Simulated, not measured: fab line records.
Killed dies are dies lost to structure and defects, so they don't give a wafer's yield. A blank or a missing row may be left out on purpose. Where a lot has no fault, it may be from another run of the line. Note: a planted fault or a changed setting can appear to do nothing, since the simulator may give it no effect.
fab line records | flow n5-finfet | part 1 of 2: steps 1 to 16 of 30
[record] lots = 5 wafers = 15 last-day = 20
route steps=1938 shown SD_EPI_P@300
lots untouched by any fault: they come from a run of this same line in which no faults occurred
start-h: hours from the record's first day to the start of the lot's first wafer shown | wait-h: hours elapsed since this lot's preceding step | " as in the row above | L1.1+2: one row covering several wafers at once | - no value, or no start given | * or withheld: withheld | < > ~ a bound
route shown NAME@n: a module of which the file shows steps, and the number in the route of the first | usual: average and standard deviation across the fault-free wafers | same: alike in all rows | chamber/n: place in a boat | sites: per-site readings | _std_site: their standard deviation | _edge_site: mean of outer sites minus mean of inner sites | radius-mm: how far each site lies from the wafer's centre | mask NAME#n: copy n | behind: the last tool/chamber to shape the wafer | hold: what put the lot on hold/how long, in hours/how the hold closed | device: transistor that didn't switch, given as n, p or np | end of line: at the end of the route, the tests of the same wafers | for a step that has no rows: nothing shown but its recipe | killed: dies that structure and defects cost at the first sort, which is not the same as the wafer's yield | map: per-die view of a wafer (x killed, . not killed, _ where there is no die)
set.NAME: setting as actually run; set.NAME@STEP: the setting as run at that earlier step | model.NAME: the simulator's own value behind a step, which no gauge read
a table for each step, a row for each wafer; lots at some steps of the route
services: a tool's chamber out of use, with start hour (start-h, from the record's first day; less than 0 if before it), hours out, and reason
[[steps]]
[step N5_SD_EPI_P_EXPOSE_06]
[recipe] mask-id = SD_P_BLK na = 1.35 source-shape = conventional sigma-outer = 0.8 polarization = unpolarized target-cd-nm = 240 dose-mj = 39.5
[usual] reticle-temp-C = 23.01/0.098
[same] na = 1.35
// columns lot.wafer tool chamber start-h wait-h mask reticle-temp-C
L078.1 arfi-scanner-01 0 79.53 - SD_P_BLK#0 22.96
L078.3 " 0 " " SD_P_BLK#0 23.04
L078.6 " 0 " " SD_P_BLK#0 23.02
L084.2 arfi-scanner-02 0 116.00 - SD_P_BLK#0 23.03
L084.3 " 0 " " SD_P_BLK#0 22.88
L084.6 " 0 " " SD_P_BLK#0 22.99
L087.3 arfi-scanner-02 0 129.39 - SD_P_BLK#0 22.88
L087.4 " 0 " " SD_P_BLK#0 23.01
L087.5 " 0 " " SD_P_BLK#0 23.03
L089.3 arfi-scanner-01 0 142.44 - SD_P_BLK#0 23.02
L089.5 " 0 " " SD_P_BLK#0 22.92
L089.6 " 0 " " SD_P_BLK#0 23.09
L092.1 arfi-scanner-02 0 162.17 - SD_P_BLK#0 22.95
L092.4 " 0 " " SD_P_BLK#0 22.99
L092.6 " 0 " " SD_P_BLK#0 22.95
[step N5_SD_EPI_P_PEB_07]
[recipe] peb-temp-c = 110 peb-time-s = 60 resist = CAR-ArF-block
[usual] plate-temp-C = 110.00/0.12 resist-line-temp-C = 23.04/0.11
// columns lot.wafer tool chamber start-h wait-h plate-temp-C resist-line-temp-C
L078.1 litho-track-02 0 79.59 0.1 110.02 23.17
L078.3 " 0 " " 110.06 22.92
L078.6 " 0 " " 109.96 23.16
L084.2 litho-track-01 0 116.05 0.0 110.19 22.96
L084.3 " 0 " " 110.11 23.01
L084.6 " 0 " " 110.08 23.01
L087.3 litho-track-05 0 129.44 0.0 110.36 23.03
L087.4 " 0 " " 110.17 23.19
L087.5 " 0 " " 109.83 22.97
L089.3 litho-track-02 0 142.49 0.0 110.20 23.10
L089.5 " 0 " " 109.95 22.96
L089.6 " 0 " " 110.09 23.14
L092.1 litho-track-05 0 162.22 0.1 110.12 23.05
L092.4 " 0 " " 109.97 23.22
L092.6 " 0 " " 110.05 23.09
[step N5_SD_EPI_P_DEVELOP_08]
[recipe] develop-time-s = 30 developer = TMAH resist = CAR-ArF-block dev-temp-c = 23 rinse-liquid = diw dry = air-spin
[usual] resist-line-temp-C = 23.02/0.11
// columns lot.wafer tool chamber start-h wait-h resist-line-temp-C
L078.1 litho-track-02 0 - - 23.07
L078.3 " 0 " " 22.89
L078.6 " 0 " " 22.97
L084.2 litho-track-01 0 - - 23.09
L084.3 " 0 " " 23.12
L084.6 " 0 " " 23.02
L087.3 litho-track-05 0 - - 23.04
L087.4 " 0 " " 22.80
L087.5 " 0 " " 22.78
L089.3 litho-track-02 0 - - 23.11
L089.5 " 0 " " 23.03
L089.6 " 0 " " 23.03
L092.1 litho-track-05 0 - - 23.01
L092.4 " 0 " " 22.97
L092.6 " 0 " " 22.98
[step N5_SD_EPI_P_CD_MEAS_09]
[recipe] target-cd-nm = 240 landing-energy-ev = 500 detector = se-inlens
[usual] cd-nm = 240.0/0.82
// columns lot.wafer tool chamber start-h wait-h cd-nm
L078.1 cd-sem-01 0 79.65 - 240.1
L078.3 " 0 " " 239.4
L078.6 " 0 " " 240.4
L084.2 cd-sem-01 0 116.12 - 241.1
L084.3 " 0 " " 240.3
L084.6 " 0 " " 240.1
L087.3 cd-sem-02 0 129.51 - 240.7
L087.4 " 0 " " 239.0
L087.5 " 0 " " 241.0
L089.3 cd-sem-01 0 142.56 - 241.4
L089.5 " 0 " " 241.1
L089.6 " 0 " " 241.7
L092.1 cd-sem-01 0 162.29 - 240.3
L092.4 " 0 " " 240.0
L092.6 " 0 " " 240.7
[step N5_SD_EPI_P_OVL_MEAS_10]
[recipe] points-per-wafer = 44
[usual] SD_P_BLK_OVL = 0.3/0.69
// columns lot.wafer tool chamber start-h wait-h SD_P_BLK_OVL[nm]
L078.1 overlay-02 0 79.68 0.0 0.2
L078.3 " 0 " " 0.7
L078.6 " 0 " " 0.6
L084.2 overlay-02 0 116.15 0.0 0.2
L084.3 " 0 " " -0.2
L084.6 " 0 " " 0.0
L087.3 overlay-01 0 129.54 0.0 1.0
L087.4 " 0 " " 1.1
L087.5 " 0 " " 0.3
L089.3 overlay-02 0 142.58 0.0 1.3
L089.5 " 0 " " 0.2
L089.6 " 0 " " 0.8
L092.1 overlay-01 0 162.32 0.0 -1.0
L092.4 " 0 " " -0.9
L092.6 " 0 " " -0.1
[step N5_SD_EPI_P_INSPECT_11]
[recipe] mode = adi inspect-instrument = macro
[usual] raw-defect-count = 2.0/1.4
// columns lot.wafer tool chamber start-h wait-h raw-defect-count
L078.1 defect-inspect-01 - 79.71 0.0 0
L078.3 " - " " 1
L078.6 " - " " 3
L084.2 defect-inspect-02 - 116.17 0.0 2
L084.3 " - " " 1
L084.6 " - " " 3
L087.3 defect-inspect-01 - 129.56 0.0 1
L087.4 " - " " 3
L087.5 " - " " 1
L089.3 defect-inspect-02 - 142.61 0.0 2
L089.5 " - " " 5
L089.6 " - " " 5
L092.1 defect-inspect-01 - 162.34 0.0 2
L092.4 " - " " 0
L092.6 " - " " 2
[step N5_SD_EPI_P_DESCUM_14]
[recipe] chemistry = O2 time-s = 7.9 source-power-w = 50 bias-power-w = 20 pressure-mtorr = 20 rf-frequency-hz = 2.712e+07 temp-c = 40 resist = CAR-ArF-block o2-flow-sccm = 225
[usual] chamber-pressure-mTorr = 20.001/0.018 drypump-motor-current-A = 5.6/0.43 oes-product-au = 0.78/0.063 rf-vpp-V = 243.4/1.4 showerhead-plenum-p-Torr = 2.11/0.083 throttle-valve-pct = 20.42/0.21
// columns lot.wafer tool chamber start-h wait-h chamber-pressure-mTorr drypump-motor-current-A oes-product-au rf-hours-counter-h rf-vpp-V showerhead-plenum-p-Torr throttle-valve-pct
L078.1 rie-diel-05 0 79.74 0.0 19.978 5.0 0.74 146 242.6 2.01 20.61
L078.3 " 3 " " 19.972 5.7 0.75 145 242.8 1.99 20.19
L078.6 " 2 " " 20.022 6.1 0.82 - 244.9 2.20 20.25
L084.2 rie-diel-02 0 116.21 0.0 19.990 4.8 0.70 215 242.4 1.99 20.92
L084.3 " 2 " " 19.994 5.0 0.73 196 243.3 2.17 20.44
L084.6 " 3 " " 19.981 5.7 0.87 - 242.6 2.02 20.59
L087.3 rie-diel-02 3 129.62 0.1 19.991 5.7 0.87 60 242.3 2.02 20.59
L087.4 " 2 " " 20.016 5.0 0.72 199 244.2 2.17 20.46
L087.5 " 3 " " 19.996 5.7 0.86 - 242.4 2.02 20.59
L089.3 rie-diel-06 0 142.64 0.0 20.008 5.8 0.80 112 243.9 2.08 20.37
L089.5 " 0 " " 19.984 5.8 0.79 - 242.1 2.08 20.36
L089.6 " 1 " " 19.993 5.5 0.83 - 245.7 2.22 20.16
L092.1 rie-diel-02 3 162.44 0.1 20.009 5.7 0.86 70 241.7 2.02 20.59
L092.4 " 0 " " 20.003 4.8 0.70 228 242.3 1.99 20.94
L092.6 " 3 " " 19.993 5.7 0.86 - 242.8 2.02 20.60
[step N5_SD_EPI_P_ETCH_36]
[recipe] chemistry = CF4 target = SiARC target-depth-a = 455 mask-material = CAR-ArF-block time-s = 75.8 ion-energy-ev = 80 pressure-mtorr = 40 source-w = 545 bias-w = 36 Ar_flow_sccm = 100 cf4-flow-sccm = 100 ends = cleared
[usual] cf4-flow-sccm = 100.0/0.32 chamber-pressure-mTorr = 39.99/0.069 drypump-motor-current-A = 5.6/0.42 etch-rf-on-time-s = 76.8/2.3 oes-product-au = 0.66/0.051 rf-vpp-V = 184.4/1.3 showerhead-plenum-p-Torr = 2.16/0.077 throttle-valve-pct = 15.64/0.21
// columns lot.wafer tool chamber start-h wait-h cf4-flow-sccm chamber-pressure-mTorr drypump-motor-current-A etch-rf-on-time-s oes-product-au rf-hours-counter-h rf-vpp-V showerhead-plenum-p-Torr throttle-valve-pct
L078.1 rie-diel-05 0 79.78 0.0 100.1 39.98 5.0 77.7 0.63 146 182.3 2.06 15.70
L078.3 " 3 " " 100.2 40.00 5.7 73.8 0.67 145 182.9 2.05 15.47
L078.6 " 2 " " 99.8 40.00 6.1 73.5 0.70 - 184.6 2.26 15.50
L084.2 rie-diel-02 0 116.24 0.0 100.2 40.00 4.8 73.8 0.61 215 182.3 2.02 16.01
L084.3 " 2 " " 99.5 40.05 5.0 80.1 0.61 196 183.3 2.21 15.64
L084.6 " 3 " " 100.6 39.98 5.7 79.5 0.72 - 182.6 2.09 15.78
L087.3 rie-diel-02 3 129.65 0.0 100.5 40.02 5.7 78.9 0.71 60 183.2 2.09 15.78
L087.4 " 2 " " 99.9 39.98 5.0 80.0 0.61 199 185.8 2.20 15.64
L087.5 " 3 " " 100.3 40.04 5.7 79.3 0.71 - 184.2 2.09 15.78
L089.3 rie-diel-06 0 142.68 0.0 99.9 39.99 5.8 77.0 0.67 112 185.7 2.15 15.74
L089.5 " 0 " " 100.1 39.97 5.8 77.1 0.67 - 184.4 2.15 15.74
L089.6 " 1 " " 100.4 39.93 5.6 75.9 0.72 - 185.8 2.24 15.24
L092.1 rie-diel-02 3 162.47 0.0 99.5 39.95 5.7 79.4 0.70 70 183.8 2.08 15.79
L092.4 " 0 " " 100.2 39.95 4.8 74.3 0.60 228 183.3 2.02 16.02
L092.6 " 3 " " 99.5 40.02 5.7 78.3 0.71 - 183.4 2.08 15.81
[step N5_SD_EPI_P_ETCH_37]
[recipe] chemistry = N2/H2 target = SOC overetch-a = 1080 mask-material = SiARC temp-c = 40 ion-energy-ev = 100 source-w = 3000 bias-w = 133 pressure-mtorr = 20 time-s = 486 n2-flow-sccm = 200 h2-flow-sccm = 200 ends = end-point
[usual] chamber-pressure-mTorr = 19.999/0.02 drypump-motor-current-A = 5.6/0.43 oes-product-au = 0.70/0.054 rf-vpp-V = 241.0/1.5 showerhead-plenum-p-Torr = 2.56/0.096 throttle-valve-pct = 23.9/0.42
// columns lot.wafer tool chamber start-h wait-h chamber-pressure-mTorr drypump-motor-current-A oes-product-au rf-hours-counter-h rf-vpp-V showerhead-plenum-p-Torr throttle-valve-pct
L078.1 rie-diel-05 0 79.83 0.0 19.978 5.0 0.67 146 239.3 2.43 23.9
L078.3 " 3 " " 19.980 5.7 0.68 145 240.3 2.44 23.7
L078.6 " 2 " " 19.981 6.2 0.72 - 242.8 2.70 24.3
L084.2 rie-diel-02 0 116.30 0.0 20.014 4.8 0.63 215 239.4 2.39 24.2
L084.3 " 2 " " 20.010 5.0 0.66 197 242.4 2.62 23.8
L084.6 " 3 " " 19.996 5.7 0.77 - 240.2 2.50 24.8
L087.3 rie-diel-02 3 129.71 0.0 20.003 5.7 0.77 60 239.2 2.50 24.8
L087.4 " 2 " " 20.033 5.0 0.66 199 242.1 2.62 23.8
L087.5 " 3 " " 19.984 5.7 0.77 - 239.9 2.50 24.8
L089.3 rie-diel-06 0 142.73 0.0 19.997 5.8 0.71 112 240.7 2.57 24.1
L089.5 " 0 " " 19.996 5.8 0.71 - 241.7 2.57 24.1
L089.6 " 1 " " 19.957 5.6 0.76 - 242.1 2.66 23.2
L092.1 rie-diel-02 3 162.53 0.0 20.024 5.7 0.76 70 240.1 2.50 24.8
L092.4 " 0 " " 20.009 4.8 0.63 228 239.5 2.38 24.2
L092.6 " 3 " " 20.001 5.7 0.76 - 240.3 2.50 24.8
[step N5_SD_EPI_P_STRIP_38]
[recipe] chemistry = N2/H2 temp-c = 40 n2-flow-sccm = 200 h2-flow-sccm = 200 rf-frequency-hz = 6e+07
// columns lot.wafer tool chamber start-h wait-h
L078.1+3+6 rie-diel-05 0,3,2 80.15 0.2
L084.2+3+6 rie-diel-02 0,2,3 116.61 0.2
L087.3+4+5 rie-diel-02 3,2,3 130.02 0.2
L089.3+5+6 rie-diel-06 0,0,1 143.05 0.2
L092.1+4+6 rie-diel-02 3,0,3 162.84 0.2
[step N5_SD_EPI_P_ETCHBACK_46]
[recipe] chemistry = CH3F/O2 mode = anisotropic-etchback target = SiNx target-depth-a = 175 stop-on = SiO2 over-etch-frac = 0.3 ion-energy-ev = 120 pressure-mtorr = 30 source-w = 395 bias-w = 73 Ar_flow_sccm = 150 CH3F_flow_sccm = 30 O2_flow_sccm = 20
[usual] CH3F_flow_sccm = 30.00/0.098 chamber-pressure-mTorr = 30.000/0.027 drypump-motor-current-A = 5.6/0.43 oes-product-au = 0.67/0.051 rf-vpp-V = 302/8.3 showerhead-plenum-p-Torr = 2.02/0.076 throttle-valve-pct = 16.37/0.22
// columns lot.wafer tool chamber start-h wait-h CH3F_flow_sccm chamber-pressure-mTorr drypump-motor-current-A oes-product-au rf-hours-counter-h rf-vpp-V showerhead-plenum-p-Torr throttle-valve-pct
L078.1 rie-diel-05 0 80.16 0.0 30.06 30.029 5.0 0.63 146 309 1.92 16.41
L078.3 " 3 " " 30.15 30.019 5.7 0.65 145 299 1.92 16.21
L078.6 " 2 " " 29.99 29.992 6.1 0.69 - 294 2.12 16.23
L084.2 rie-diel-02 0 116.62 0.0 29.87 29.990 4.8 0.61 215 303 1.88 16.75
L084.3 " 2 " " 30.04 29.953 5.0 0.62 197 294 2.06 16.30
L084.6 " 3 " " 30.14 30.021 5.7 0.74 - 319 1.93 16.45
L087.3 rie-diel-02 3 130.03 0.0 29.82 30.014 5.7 0.73 60 320 1.93 16.43
L087.4 " 2 " " 30.08 29.982 5.0 0.63 199 295 2.06 16.33
L087.5 " 3 " " 29.98 29.978 5.7 0.74 - 319 1.93 16.45
L089.3 rie-diel-06 0 143.06 0.0 29.99 29.967 5.8 0.68 112 305 2.01 16.51
L089.5 " 0 " " 29.89 29.992 5.8 0.68 - 305 2.01 16.49
L089.6 " 1 " " 30.06 30.009 5.6 0.73 - 302 2.09 15.93
L092.1 rie-diel-02 3 162.85 0.0 30.09 29.987 5.7 0.72 70 321 1.93 16.48
L092.4 " 0 " " 29.95 30.011 4.8 0.60 228 304 1.88 16.79
L092.6 " 3 " " 29.90 30.000 5.7 0.73 - 320 1.93 16.47
[step N5_SD_EPI_P_ETCH_47]
[recipe] chemistry = CH3F/O2 target = SiOCN target-depth-a = 250 mask-material = SOC ion-energy-ev = 60 bias-w = 29 pressure-mtorr = 30 source-w = 410 Ar_flow_sccm = 150 CH3F_flow_sccm = 30 O2_flow_sccm = 20
[usual] CH3F_flow_sccm = 30.02/0.096 chamber-pressure-mTorr = 30.002/0.025 drypump-motor-current-A = 5.6/0.42 oes-product-au = 0.77/0.061 rf-vpp-V = 129/3.4 showerhead-plenum-p-Torr = 2.02/0.076 throttle-valve-pct = 16.34/0.22
// columns lot.wafer tool chamber start-h wait-h CH3F_flow_sccm chamber-pressure-mTorr drypump-motor-current-A oes-product-au rf-hours-counter-h rf-vpp-V showerhead-plenum-p-Torr throttle-valve-pct
L078.1 rie-diel-05 0 80.26 0.1 29.99 30.002 5.0 0.74 146 132 1.92 16.38
L078.3 " 3 " " 30.03 29.951 5.7 0.77 145 128 1.92 16.19
L078.6 " 2 " " 30.02 30.019 6.1 0.82 - 127 2.12 16.20
L084.2 rie-diel-02 0 116.72 0.1 30.06 29.999 4.8 0.71 215 131 1.88 16.73
L084.3 " 2 " " 30.14 30.005 5.0 0.72 197 126 2.06 16.29
L084.6 " 3 " " 30.17 29.975 5.7 0.85 - 138 1.93 16.42
L087.3 rie-diel-02 3 130.13 0.1 30.04 30.034 5.7 0.85 60 135 1.93 16.41
L087.4 " 2 " " 29.96 30.011 5.0 0.72 199 126 2.06 16.31
L087.5 " 3 " " 29.90 30.013 5.7 0.85 - 137 1.93 16.43
L089.3 rie-diel-06 0 143.16 0.1 30.16 30.067 5.8 0.78 112 132 2.01 16.49
L089.5 " 0 " " 30.07 30.012 5.8 0.78 - 130 2.01 16.47
L089.6 " 1 " " 30.24 30.006 5.5 0.84 - 130 2.09 15.90
L092.1 rie-diel-02 3 162.95 0.1 29.98 30.006 5.7 0.84 70 135 1.93 16.45
L092.4 " 0 " " 30.05 29.993 4.8 0.70 228 128 1.88 16.75
L092.6 " 3 " " 30.06 30.003 5.7 0.85 - 137 1.93 16.44
[step N5_SD_EPI_P_ETCH_16]
[recipe] chemistry = CHF3/O2 target = SiO2 target-depth-a = 50 mask-material = SOC pressure-mtorr = 30 source-w = 650 bias-w = 170 Ar_flow_sccm = 200 CHF3_flow_sccm = 50 O2_flow_sccm = 5 ion-energy-ev = 200
[usual] chamber-pressure-mTorr = 29.999/0.025 drypump-motor-current-A = 5.6/0.42 oes-product-au = 0.77/0.059 rf-vpp-V = 532/15 showerhead-plenum-p-Torr = 2.43/0.088 throttle-valve-pct = 18.91/0.23
// columns lot.wafer tool chamber start-h wait-h chamber-pressure-mTorr drypump-motor-current-A oes-product-au rf-hours-counter-h rf-vpp-V showerhead-plenum-p-Torr throttle-valve-pct
L078.1 rie-diel-05 0 80.36 0.1 30.001 5.0 0.74 146 544 2.31 18.97
L078.3 " 3 " " 29.954 5.7 0.76 145 526 2.32 18.77
L078.6 " 2 " " 30.022 6.1 0.81 - 517 2.54 18.79
L084.2 rie-diel-02 0 116.82 0.1 30.020 4.8 0.71 215 532 2.27 19.25
L084.3 " 2 " " 29.993 5.0 0.71 197 518 2.47 18.82
L084.6 " 3 " " 30.023 5.7 0.85 - 566 2.33 19.03
L087.3 rie-diel-02 3 130.23 0.1 30.019 5.7 0.84 60 565 2.33 19.04
L087.4 " 2 " " 29.996 5.0 0.72 199 520 2.47 18.84
L087.5 " 3 " " 29.974 5.7 0.85 - 565 2.33 19.04
L089.3 rie-diel-06 0 143.26 0.1 29.996 5.8 0.78 112 538 2.42 19.06
L089.5 " 0 " " 29.984 5.8 0.79 - 539 2.42 19.05
L089.6 " 1 " " 30.014 5.5 0.83 - 533 2.51 18.43
L092.1 rie-diel-02 3 163.05 0.1 30.019 5.7 0.84 70 564 2.33 19.05
L092.4 " 0 " " 29.960 4.8 0.70 228 532 2.26 19.27
L092.6 " 3 " " 29.987 5.7 0.85 - 563 2.33 19.06
[step N5_SD_EPI_P_STRIP_50]
[recipe] chemistry = CHF3/O2 resist = SiARC rf-frequency-hz = 6e+07
// columns lot.wafer tool chamber start-h wait-h
L078.1+3+6 rie-diel-05 0,3,2 80.40 0.0
L084.2+3+6 rie-diel-02 0,2,3 116.86 0.0
L087.3+4+5 rie-diel-02 3,2,3 130.27 0.0
L089.3+5+6 rie-diel-06 0,0,1 143.30 0.0
L092.1+4+6 rie-diel-02 3,0,3 163.09 0.0
[step N5_SD_EPI_P_SD_RECESS_17]
[recipe] chemistry = HBr/Cl2/O2 target-depth-a = 391 bt-time-s = 3 pressure-mtorr = 10 icp-w = 800 bias-w = 112 HBr_flow_sccm = 150 Cl2_flow_sccm = 80 O2_flow_sccm = 12
[usual] chamber-pressure-mTorr = 10.000/0.0087 drypump-motor-current-A = 5.8/0.52 oes-product-au = 0.999/0.019 throttle-valve-pct = 37.1/0.32
// columns lot.wafer tool chamber start-h wait-h chamber-pressure-mTorr drypump-motor-current-A oes-product-au rf-hours-counter-h throttle-valve-pct
L078.1 rie-si-04 2 80.43 0.0 10.004 6.3 1.003 99 37.1
L078.3 " 0 " " 10.014 5.9 0.964 1 36.9
L078.6 " 2 " " 9.997 6.4 1.005 - 37.1
L084.2 rie-si-02 2 116.89 0.0 9.993 6.1 1.032 0 37.0
L084.3 " 3 " " 9.983 6.7 0.983 32 36.5
L084.6 " 3 " " 10.001 6.7 0.991 - 36.5
L087.3 rie-si-05 2 130.30 0.0 9.989 5.7 0.978 149 37.8
L087.4 " 3 " " 10.000 5.4 1.016 77 37.4
L087.5 " 2 " " 9.999 5.7 0.985 - 37.8
L089.3 rie-si-04 2 143.33 0.0 9.996 6.3 1.008 100 37.2
L089.5 " 3 " " 10.004 5.3 1.021 - 37.1
L089.6 " 2 " " 10.004 6.4 1.006 - 37.1
L092.1 rie-si-04 0 163.12 0.0 10.012 5.9 0.961 2 37.0
L092.4 " 3 " " 9.991 5.3 1.011 - 37.1
L092.6 " 2 " " 9.999 6.3 0.999 - 37.2
[step N5_SD_EPI_P_WET_ETCH_45]
[recipe] chemistry = dHF dilution = withheld time-s = 10.7 target = SiO2 target-depth-a = 20 temp-c = 25 dry = ipa-marangoni rinse-time-s = 30 rinse-temp-c = 23
[usual] rinse-temp-c = 23.00/0.1
// columns lot.wafer tool chamber start-h wait-h rinse-temp-c
L078.1 wet-bench-04 4 80.52 0.1 23.03
L078.3 " 2 " " 23.11
L078.6 " 1 " " 23.04
L084.2 wet-bench-04 7 116.99 0.1 23.14
L084.3 " 5 " " 23.05
L084.6 " 0 " " 22.76
L087.3 wet-bench-06 3 130.40 0.1 23.05
L087.4 " 7 " " 22.77
L087.5 " 0 " " 22.96
L089.3 wet-bench-04 7 143.42 0.1 23.07
L089.5 " 4 " " 22.98
L089.6 " 3 " " 23.05
L092.1 wet-bench-04 6 163.22 0.1 22.97
L092.4 " 5 " " 23.02
L092.6 " 3 " " 23.10
